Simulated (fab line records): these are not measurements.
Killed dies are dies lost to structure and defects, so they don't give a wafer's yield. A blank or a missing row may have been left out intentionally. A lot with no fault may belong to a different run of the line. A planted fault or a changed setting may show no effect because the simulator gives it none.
fab line records	flow n5-finfet	part 1 of 2: steps 1 to 21 of 28
record lots=5	wafers=15	last-day=18
route steps=1938 shown BEOL_M8@1350
lots untouched by any fault: they come from a run of this same line in which no faults occurred
start-h: start of the lot's first displayed wafer, in hours after the record's first day	wait-h: time in hours since the lot's previous step	" the same as in the row above	L1.1+2: several wafers, shown together as one row	- no value, or no start given	* or withheld: withheld	< > ~ a bound
route shown NAME@n: a module of which the file shows steps, and the number in the route of the first	usual: mean/standard deviation taken from wafers without a fault	same: alike in all rows	chamber/n: place in a boat	sites: each site's reading	_std_site: standard deviation of those values	_edge_site: inner sites' mean taken away from outer sites' mean	radius-mm: for every site, how far away it sits from the centre of the wafer	mask NAME#n: copy n	behind: the tool/chamber that last shaped the wafer	hold: cause of the lot's hold/its duration in hours/its outcome	device: transistor that didn't switch, given as n, p or np	end of line: tests of these same wafers at the route's end	for a step that has no rows: nothing shown but its recipe	killed: not the wafer's yield, but the dies lost to structure and defects at the first sort	map: per-die view of a wafer (x killed, . not killed, _ where there is no die)
set.NAME: the setting as run; set.NAME@STEP: as run at that earlier step	model.NAME: the simulator's own value behind a step, which no gauge read
lots seen at some steps along the route; tables by step, rows by wafer
services: the hour from which a tool's chamber was out of use, counted from the record's first day as start-h (under 0 if before that day), plus the number of hours and why
## steps
# step N5_BEOL_M8_ETCH_62
# recipe chemistry=N2/H2	target=SOC	target-depth-a=1100	overetch-a=220	mask-material=SiARC	temp-c=40	time-s=165	ion-energy-ev=200	pressure-mtorr=30	source-w=840	bias-w=150	n2-flow-sccm=200	h2-flow-sccm=200
# usual drypump-motor-current-A=5.8/0.44	n2-flow-sccm=200.0/0.59	oes-product-au=0.64/0.066	rf-vpp-V=522.4/1.3	showerhead-plenum-p-Torr=2.49/0.039	throttle-valve-pct=17.86/0.28
lot.wafer	tool	chamber	start-h	wait-h	drypump-motor-current-A	n2-flow-sccm	oes-product-au	rf-hours-counter-h	rf-vpp-V	showerhead-plenum-p-Torr	throttle-valve-pct
L074.3	rie-diel-02	1	195.99	0.0	6.1	200.2	0.61	168	522.9	2.55	17.70
L074.4	"	2	"	"	6.0	200.7	0.63	177	522.5	2.53	18.25
L074.6	"	2	"	"	6.0	199.6	0.63	-	523.9	2.53	18.26
L077.1	rie-diel-05	2	227.55	0.0	5.1	198.9	0.60	196	520.1	2.43	17.98
L077.2	"	3	"	"	5.7	201.2	0.59	235	524.4	2.50	18.23
L077.3	"	1	"	"	6.0	200.8	0.78	9	521.8	2.48	17.36
L079.1	rie-diel-05	2	238.47	0.0	5.2	199.5	0.59	201	519.2	2.42	18.01
L079.3	"	1	"	"	6.0	199.2	0.77	15	522.5	2.48	17.40
L079.5	"	3	"	"	5.8	200.0	0.58	-	522.8	2.50	18.24
L084.2	rie-diel-02	0	272.95	0.0	5.6	201.1	0.64	143	520.9	2.44	17.83
L084.4	"	3	"	"	6.1	199.3	0.63	149	524.2	2.55	17.76
L084.5	"	1	"	"	6.1	199.8	0.59	-	523.5	2.54	17.74
L097.3	rie-diel-02	2	348.87	0.0	6.0	200.1	0.60	230	522.9	2.51	18.35
L097.5	"	0	"	"	5.7	199.8	0.62	-	521.3	2.43	17.88
L097.6	"	1	"	"	6.1	200.6	0.58	-	523.6	2.52	17.78
# step N5_BEOL_M8_STRIP_68
# recipe chemistry=N2/H2	temp-c=40	n2-flow-sccm=200	h2-flow-sccm=200	rf-frequency-hz=6e+07
lot.wafer	tool	chamber	start-h	wait-h
L074.3+4+6	rie-diel-02	1,2,2	196.13	0.1
L077.1+2+3	rie-diel-05	2,3,1	227.69	0.1
L079.1+3+5	rie-diel-05	2,1,3	238.61	0.1
L084.2+4+5	rie-diel-02	0,3,1	273.09	0.1
L097.3+5+6	rie-diel-02	2,0,1	349.00	0.1
# step N5_BEOL_M8_STRIP_67
# recipe chemistry=CF4	resist=SiARC	power-w=300	bias-power-w=75	pressure-mtorr=50	cf4-flow-sccm=150	rf-frequency-hz=6e+07
# usual bias-power-w=74.99/0.23	drypump-motor-current-A=5.8/0.45	oes-product-au=0.76/0.078	rf-vpp-V=270.5/1.2	showerhead-plenum-p-Torr=1.763/0.027	throttle-valve-pct=13.66/0.29
lot.wafer	tool	chamber	start-h	wait-h	bias-power-w	drypump-motor-current-A	oes-product-au	rf-hours-counter-h	rf-vpp-V	showerhead-plenum-p-Torr	throttle-valve-pct
L074.3	rie-diel-02	1	196.14	0.0	74.62	6.1	0.72	168	270.3	1.794	13.50
L074.4	"	2	"	"	75.18	5.9	0.73	177	270.5	1.790	14.04
L074.6	"	2	"	"	75.29	6.0	0.74	-	271.8	1.790	14.02
L077.1	rie-diel-05	2	227.70	0.0	74.98	5.2	0.70	196	269.2	1.714	13.76
L077.2	"	3	"	"	75.12	5.7	0.69	235	271.2	1.777	14.11
L077.3	"	1	"	"	74.81	6.0	0.93	9	271.0	1.763	13.18
L079.1	rie-diel-05	2	238.62	0.0	74.97	5.1	0.70	201	271.0	1.712	13.77
L079.3	"	1	"	"	74.96	6.0	0.91	15	270.7	1.762	13.18
L079.5	"	3	"	"	75.48	5.8	0.69	-	269.9	1.775	14.12
L084.2	rie-diel-02	0	273.10	0.0	74.52	5.6	0.75	143	269.8	1.720	13.61
L084.4	"	3	"	"	75.16	6.1	0.74	149	273.0	1.794	13.56
L084.5	"	1	"	"	74.45	6.1	0.70	-	269.9	1.787	13.54
L097.3	rie-diel-02	2	349.01	0.0	75.11	5.9	0.70	230	272.3	1.776	14.15
L097.5	"	0	"	"	75.13	5.6	0.73	-	267.6	1.713	13.70
L097.6	"	1	"	"	75.17	6.1	0.68	-	272.1	1.779	13.59
# step N5_BEOL_M8_HM_OPEN_17
# recipe chemistry=Cl2/BCl3	target-depth-a=200	overetch-a=60	target=TiN	mask-material=SOC	ion-energy-ev=150	pressure-mtorr=10	icp-w=1000	bias-w=126	Cl2_flow_sccm=53.25	bcl3-flow-sccm=21.75	Ar_flow_sccm=25
# usual drypump-motor-current-A=5.3/0.39	oes-product-au=0.68/0.07	throttle-valve-pct=22.08/0.16
lot.wafer	tool	chamber	start-h	wait-h	drypump-motor-current-A	oes-product-au	rf-hours-counter-h	throttle-valve-pct
L074.3	rie-metal-02	1	196.21	0.1	5.4	0.59	-	22.30
L074.4	"	0	"	"	5.9	0.68	-	21.96
L074.6	"	0	"	"	5.9	0.68	-	21.94
L077.1	rie-metal-03	0	227.75	0.0	4.8	0.65	45	22.20
L077.2	"	1	"	"	5.6	0.81	2	22.02
L077.3	"	1	"	"	5.6	0.80	-	22.02
L079.1	rie-metal-01	1	238.66	0.0	4.8	0.72	23	22.08
L079.3	"	0	"	"	5.4	0.75	-	21.83
L079.5	"	1	"	"	4.8	0.72	-	22.10
L084.2	rie-metal-03	1	273.14	0.0	5.7	0.77	7	22.03
L084.4	"	0	"	"	4.9	0.63	-	22.21
L084.5	"	0	"	"	4.9	0.63	-	22.22
L097.3	rie-metal-03	1	349.08	0.1	5.6	0.74	-	22.04
L097.5	"	0	"	"	4.9	0.63	-	22.23
L097.6	"	1	"	"	5.6	0.75	-	22.05
# step N5_BEOL_M8_STRIP_19
# recipe chemistry=O2	power-w=400	temp-c=40	pressure-mtorr=30	rf-frequency-hz=6e+07	bias-power-w=0	overash-fraction=0.2	o2-flow-sccm=225
# usual drypump-motor-current-A=5.7/0.47	oes-product-au=0.78/0.099	rf-vpp-V=3.7/0.62	showerhead-plenum-p-Torr=2.051/0.029	throttle-valve-pct=16.69/0.27
# same bias-power-w=0
lot.wafer	tool	chamber	start-h	wait-h	drypump-motor-current-A	oes-product-au	rf-hours-counter-h	rf-vpp-V	showerhead-plenum-p-Torr	throttle-valve-pct
L074.3	rie-diel-05	0	196.30	0.1	5.1	0.68	239	4.5	2.077	16.72
L074.4	"	3	"	"	5.7	0.70	-	4.2	2.073	17.11
L074.6	"	2	"	"	5.2	0.71	-	3.4	1.997	16.78
L077.1	rie-diel-05	1	227.87	0.1	6.0	0.93	10	3.7	2.059	16.34
L077.2	"	3	"	"	5.7	0.69	235	3.3	2.067	17.17
L077.3	"	2	"	"	5.1	0.70	196	3.7	1.992	16.82
L079.1	rie-diel-05	1	238.79	0.1	6.0	0.92	15	3.6	2.058	16.33
L079.3	"	3	"	"	5.8	0.68	240	4.6	2.065	17.15
L079.5	"	2	"	"	5.1	0.70	-	4.9	1.991	16.83
L084.2	rie-diel-01	0	273.51	0.3	6.5	0.82	81	3.5	2.037	16.31
L084.4	"	2	"	"	5.7	0.87	46	2.0	2.044	16.69
L084.5	"	0	"	"	6.5	0.82	-	3.8	2.037	16.34
L097.3	rie-diel-01	0	349.18	0.1	6.5	0.79	115	4.1	2.026	16.38
L097.5	"	3	"	"	4.8	0.96	-	4.3	2.055	16.50
L097.6	"	2	"	"	5.7	0.83	-	2.4	2.032	16.78
# step N5_BEOL_M8_CD_MEAS_18
# recipe pitch-nm=80	target-cd-nm=40
# usual cd-nm=39.8/0.51
lot.wafer	tool	chamber	start-h	wait-h	cd-nm
L074.3	cd-sem-03	-	196.37	0.1	39.6
L074.4	"	-	"	"	39.6
L074.6	"	-	"	"	39.7
L077.1	cd-sem-03	-	227.94	0.0	39.3
L077.2	"	-	"	"	39.8
L077.3	"	-	"	"	39.9
L079.1	cd-sem-01	-	238.86	0.0	39.7
L079.3	"	-	"	"	39.8
L079.5	"	-	"	"	40.0
L084.2	cd-sem-01	-	273.58	0.1	39.8
L084.4	"	-	"	"	39.8
L084.5	"	-	"	"	39.3
L097.3	cd-sem-02	-	349.25	0.1	39.8
L097.5	"	-	"	"	39.6
L097.6	"	-	"	"	39.5
# step N5_BEOL_M8_COAT_63
# recipe resist=SOC	temp-c=250	time-s=60	spin-rpm=1500	resist-thk-nm=60
lot.wafer	tool	chamber	start-h	wait-h
L074.3+4+6	litho-track-03	0	196.70	0.3
L077.1+2+3	litho-track-01	0	230.63	2.7
L079.1+3+5	litho-track-05	0	239.20	0.3
L084.2+4+5	litho-track-03	0	274.16	0.6
L097.3+5+6	litho-track-01	0	351.61	2.4
# step N5_BEOL_M8_COAT_64
# recipe resist=SiARC	temp-c=220	time-s=60	spin-rpm=1500	resist-thk-nm=12
lot.wafer	tool	chamber	start-h	wait-h
L074.3+4+6	litho-track-03	0	-	-
L077.1+2+3	litho-track-01	0	-	-
L079.1+3+5	litho-track-05	0	-	-
L084.2+4+5	litho-track-03	0	-	-
L097.3+5+6	litho-track-01	0	-	-
# step N5_BEOL_M8_COAT_71
# recipe resist=underlayer	temp-c=205	time-s=60	spin-rpm=1500	resist-thk-nm=5
lot.wafer	tool	chamber	start-h	wait-h
L074.3+4+6	litho-track-03	0	-	-
L077.1+2+3	litho-track-01	0	-	-
L079.1+3+5	litho-track-05	0	-	-
L084.2+4+5	litho-track-03	0	-	-
L097.3+5+6	litho-track-01	0	-	-
# step N5_BEOL_M8_COAT_22
# recipe resist=CAR-EUV	spin-rpm=1500	resist-thk-nm=30
lot.wafer	tool	chamber	start-h	wait-h
L074.3+4+6	litho-track-03	0	-	-
L077.1+2+3	litho-track-01	0	-	-
L079.1+3+5	litho-track-05	0	-	-
L084.2+4+5	litho-track-03	0	-	-
L097.3+5+6	litho-track-01	0	-	-
# step N5_BEOL_M8_EBR_24
# recipe solvent=PGMEA	ebr-width-mm=1.5
lot.wafer	tool	chamber	start-h	wait-h
L074.3+4+6	litho-track-03	0	-	-
L077.1+2+3	litho-track-01	0	-	-
L079.1+3+5	litho-track-05	0	-	-
L084.2+4+5	litho-track-03	0	-	-
L097.3+5+6	litho-track-01	0	-	-
# step N5_BEOL_M8_SOFTBAKE_23
# recipe temp-c=110	time-s=60	resist=CAR-EUV
lot.wafer	tool	chamber	start-h	wait-h
L074.3+4+6	litho-track-03	0	-	-
L077.1+2+3	litho-track-01	0	-	-
L079.1+3+5	litho-track-05	0	-	-
L084.2+4+5	litho-track-03	0	-	-
L097.3+5+6	litho-track-01	0	-	-
# step N5_BEOL_M8_EXPOSE_25
# recipe mask-id=V7	na=0.33	source-shape=annular	sigma-inner=0.4	sigma-outer=0.8	polarization=unpolarized	target-cd-nm=40	dose-mj=42.5
lot.wafer	tool	chamber	start-h	wait-h	mask
L074.3+4+6	euv-scanner-01	0	196.85	-	V7#0
L077.1+2+3	euv-scanner-01	0	230.76	-	V7#0
L079.1+3+5	euv-scanner-01	0	239.33	-	V7#0
L084.2+4+5	euv-scanner-02	0	274.31	-	V7#0
L097.3+5+6	euv-scanner-01	0	351.89	-	V7#0
# step N5_BEOL_M8_PEB_26
# recipe peb-temp-c=100	peb-time-s=60	resist=CAR-EUV
lot.wafer	tool	chamber	start-h	wait-h
L074.3+4+6	litho-track-03	0	196.90	0.0
L077.1+2+3	litho-track-01	0	230.83	0.1
L079.1+3+5	litho-track-05	0	239.40	0.1
L084.2+4+5	litho-track-01	0	274.37	0.1
L097.3+5+6	litho-track-01	0	351.94	0.0
# step N5_BEOL_M8_DEVELOP_27
# recipe develop-time-s=30	developer=TMAH	resist=CAR-EUV	rinse-liquid=surfactant-rinse	dry=air-spin	dev-temp-c=23
lot.wafer	tool	chamber	start-h	wait-h
L074.3+4+6	litho-track-03	0	-	-
L077.1+2+3	litho-track-01	0	-	-
L079.1+3+5	litho-track-05	0	-	-
L084.2+4+5	litho-track-01	0	-	-
L097.3+5+6	litho-track-01	0	-	-
# step N5_BEOL_M8_CD_MEAS_28
# recipe target-cd-nm=40	landing-energy-ev=500	detector=se-inlens
# usual cd-nm=39.94/0.21
lot.wafer	tool	chamber	start-h	wait-h	cd-nm
L074.3	cd-sem-01	0	196.97	-	40.07
L074.4	"	0	"	"	39.82
L074.6	"	0	"	"	39.71
L077.1	cd-sem-01	0	230.90	-	40.18
L077.2	"	0	"	"	39.78
L077.3	"	0	"	"	40.38
L079.1	cd-sem-03	0	239.47	-	39.81
L079.3	"	0	"	"	40.12
L079.5	"	0	"	"	40.17
L084.2	cd-sem-01	0	274.43	-	39.72
L084.4	"	0	"	"	40.00
L084.5	"	0	"	"	39.87
L097.3	cd-sem-01	0	352.01	-	40.45
L097.5	"	0	"	"	39.80
L097.6	"	0	"	"	40.06
# step N5_BEOL_M8_OVL_MEAS_29
# recipe points-per-wafer=522
# usual V7_OVL=0.1/0.66
# same points-per-wafer=522
lot.wafer	tool	chamber	start-h	wait-h	V7_OVL[nm]
L074.3	overlay-02	0	197.01	0.0	0.7
L074.4	"	0	"	"	-0.5
L074.6	"	0	"	"	-0.1
L077.1	overlay-02	0	230.93	0.0	-0.5
L077.2	"	0	"	"	1.4
L077.3	"	0	"	"	-0.8
L079.1	overlay-01	0	239.50	0.0	0.2
L079.3	"	0	"	"	0.5
L079.5	"	0	"	"	0.7
L084.2	overlay-01	0	274.47	0.0	-0.1
L084.4	"	0	"	"	0.5
L084.5	"	0	"	"	-0.7
L097.3	overlay-02	0	352.05	0.0	0.6
L097.5	"	0	"	"	1.0
L097.6	"	0	"	"	-0.3
# step N5_BEOL_M8_INSPECT_30
# recipe mode=adi	inspect-instrument=brightfield
# usual raw-defect-count=397/87
lot.wafer	tool	chamber	start-h	wait-h	raw-defect-count
L074.3	defect-inspect-01	-	197.06	0.0	297
L074.4	"	-	"	"	275
L074.6	"	-	"	"	501
L077.1	defect-inspect-01	-	230.98	0.1	351
L077.2	"	-	"	"	300
L077.3	"	-	"	"	366
L079.1	defect-inspect-01	-	239.55	0.1	498
L079.3	"	-	"	"	560
L079.5	"	-	"	"	505
L084.2	defect-inspect-02	-	274.52	0.0	326
L084.4	"	-	"	"	415
L084.5	"	-	"	"	418
L097.3	defect-inspect-01	-	352.10	0.0	336
L097.5	"	-	"	"	356
L097.6	"	-	"	"	249
# step N5_BEOL_M8_DESCUM_33
# recipe chemistry=O2	time-s=7	source-power-w=50	bias-power-w=20	pressure-mtorr=20	rf-frequency-hz=2.712e+07	temp-c=40	resist=CAR-EUV	o2-flow-sccm=225
# usual bias-power-w=20.01/0.056	drypump-motor-current-A=5.8/0.44	oes-product-au=0.77/0.09	rf-vpp-V=242.5/0.96	showerhead-plenum-p-Torr=2.05/0.031	throttle-valve-pct=20.44/0.24
lot.wafer	tool	chamber	start-h	wait-h	bias-power-w	drypump-motor-current-A	oes-product-au	rf-hours-counter-h	rf-vpp-V	showerhead-plenum-p-Torr	throttle-valve-pct
L074.3	rie-diel-02	2	197.30	0.2	20.12	5.9	0.73	178	244.6	2.07	20.80
L074.4	"	0	"	"	19.95	5.6	0.78	118	243.2	2.02	20.48
L074.6	"	0	"	"	19.99	5.6	0.77	-	241.6	2.02	20.46
L077.1	rie-diel-05	3	231.02	0.0	20.08	5.7	0.70	236	242.5	2.06	20.90
L077.2	"	2	"	"	20.01	5.2	0.71	197	240.8	1.99	20.56
L077.3	"	1	"	"	19.96	6.0	0.94	11	241.9	2.06	20.11
L079.1	rie-diel-01	3	239.63	0.1	20.12	4.8	0.71	220	242.4	2.06	20.60
L079.3	"	2	"	"	20.01	5.7	0.90	32	243.5	2.04	20.46
L079.5	"	3	"	"	20.08	4.8	0.71	-	241.6	2.06	20.61
L084.2	rie-diel-02	2	274.76	0.2	20.03	6.0	0.70	204	242.1	2.07	20.86
L084.4	"	3	"	"	19.95	6.1	0.73	150	242.6	2.09	20.38
L084.5	"	1	"	"	19.98	6.1	0.70	-	242.4	2.08	20.33
L097.3	rie-diel-01	1	352.13	0.0	20.03	5.7	0.89	41	243.0	2.05	20.28
L097.5	"	3	"	"	20.05	4.8	0.96	-	243.2	2.05	20.31
L097.6	"	0	"	"	19.90	6.5	0.80	-	240.3	2.02	20.13
# step N5_BEOL_M8_ETCH_72
# recipe chemistry=N2/H2	target=underlayer	target-depth-a=65	mask-material=CAR-EUV	time-s=5.2	ion-energy-ev=200	pressure-mtorr=30	source-w=840	bias-w=150	n2-flow-sccm=200	h2-flow-sccm=200	ends=cleared
# usual drypump-motor-current-A=5.8/0.44	etch-rf-on-time-s=5.19/0.1	n2-flow-sccm=199.9/0.64	oes-product-au=0.66/0.077	rf-vpp-V=522.4/1.5	showerhead-plenum-p-Torr=2.49/0.039	throttle-valve-pct=17.85/0.27
lot.wafer	tool	chamber	start-h	wait-h	drypump-motor-current-A	etch-rf-on-time-s	n2-flow-sccm	oes-product-au	rf-hours-counter-h	rf-vpp-V	showerhead-plenum-p-Torr	throttle-valve-pct
L074.3	rie-diel-02	2	197.34	0.0	5.9	5.39	199.3	0.61	178	522.5	2.53	18.29
L074.4	"	0	"	"	5.6	5.17	201.1	0.66	118	520.8	2.45	17.81
L074.6	"	0	"	"	5.6	5.17	199.8	0.66	-	521.4	2.45	17.83
L077.1	rie-diel-05	3	231.05	0.0	5.8	5.26	199.9	0.59	236	522.5	2.50	18.27
L077.2	"	2	"	"	5.2	5.18	200.5	0.60	197	520.1	2.42	18.02
L077.3	"	1	"	"	6.0	5.08	200.2	0.80	11	522.2	2.48	17.40
L079.1	rie-diel-01	3	239.66	0.0	4.8	5.23	200.6	0.62	220	523.9	2.51	18.15
L079.3	"	2	"	"	5.7	5.06	200.3	0.77	32	522.6	2.49	17.80
L079.5	"	3	"	"	4.8	5.28	201.2	0.61	-	522.7	2.51	18.15
L084.2	rie-diel-02	2	274.79	0.0	5.9	5.35	199.5	0.60	204	522.6	2.52	18.34
L084.4	"	3	"	"	6.1	5.12	200.2	0.64	150	522.3	2.54	17.79
L084.5	"	1	"	"	6.1	5.16	199.9	0.59	-	523.9	2.54	17.79
L097.3	rie-diel-01	1	352.17	0.0	5.8	5.03	200.6	0.76	41	521.5	2.48	17.68
L097.5	"	3	"	"	4.8	5.15	198.9	0.82	-	523.0	2.50	17.78
L097.6	"	0	"	"	6.5	5.26	199.4	0.67	-	521.5	2.46	17.52
# step N5_BEOL_M8_ETCH_65
# recipe chemistry=CF4	target=SiARC	target-depth-a=156	mask-material=CAR-EUV	time-s=26	ion-energy-ev=80	pressure-mtorr=40	source-w=545	bias-w=36	Ar_flow_sccm=100	cf4-flow-sccm=100	ends=cleared
# usual drypump-motor-current-A=5.8/0.43	etch-rf-on-time-s=25.9/0.45	oes-product-au=0.66/0.076	rf-vpp-V=183.5/0.95	showerhead-plenum-p-Torr=2.10/0.032	throttle-valve-pct=15.63/0.28
lot.wafer	tool	chamber	start-h	wait-h	drypump-motor-current-A	etch-rf-on-time-s	oes-product-au	rf-hours-counter-h	rf-vpp-V	showerhead-plenum-p-Torr	throttle-valve-pct
L074.3	rie-diel-02	2	197.36	0.0	5.9	26.4	0.62	178	182.6	2.14	16.07
L074.4	"	0	"	"	5.6	25.9	0.66	118	182.5	2.07	15.60
L074.6	"	0	"	"	5.6	25.6	0.67	-	184.5	2.07	15.60
L077.1	rie-diel-05	3	231.07	0.0	5.7	26.5	0.59	236	185.0	2.12	16.12
L077.2	"	2	"	"	5.1	25.8	0.60	197	181.5	2.04	15.74
L077.3	"	1	"	"	6.0	25.5	0.80	11	184.1	2.10	15.24
L079.1	rie-diel-01	3	239.68	0.0	4.8	26.4	0.61	220	183.3	2.12	15.90
L079.3	"	2	"	"	5.7	25.3	0.78	32	183.3	2.10	15.64
L079.5	"	3	"	"	4.8	26.3	0.61	-	183.6	2.12	15.88
L084.2	rie-diel-02	2	274.81	0.0	6.0	27.1	0.60	204	182.8	2.13	16.11
L084.4	"	3	"	"	6.1	26.0	0.63	150	184.6	2.14	15.60
L084.5	"	1	"	"	6.1	26.2	0.60	-	184.5	2.13	15.51
L097.3	rie-diel-01	1	352.18	0.0	5.7	25.3	0.76	41	184.8	2.09	15.38
L097.5	"	3	"	"	4.8	26.3	0.81	-	184.4	2.11	15.47
L097.6	"	0	"	"	6.5	26.4	0.67	-	182.3	2.07	15.34
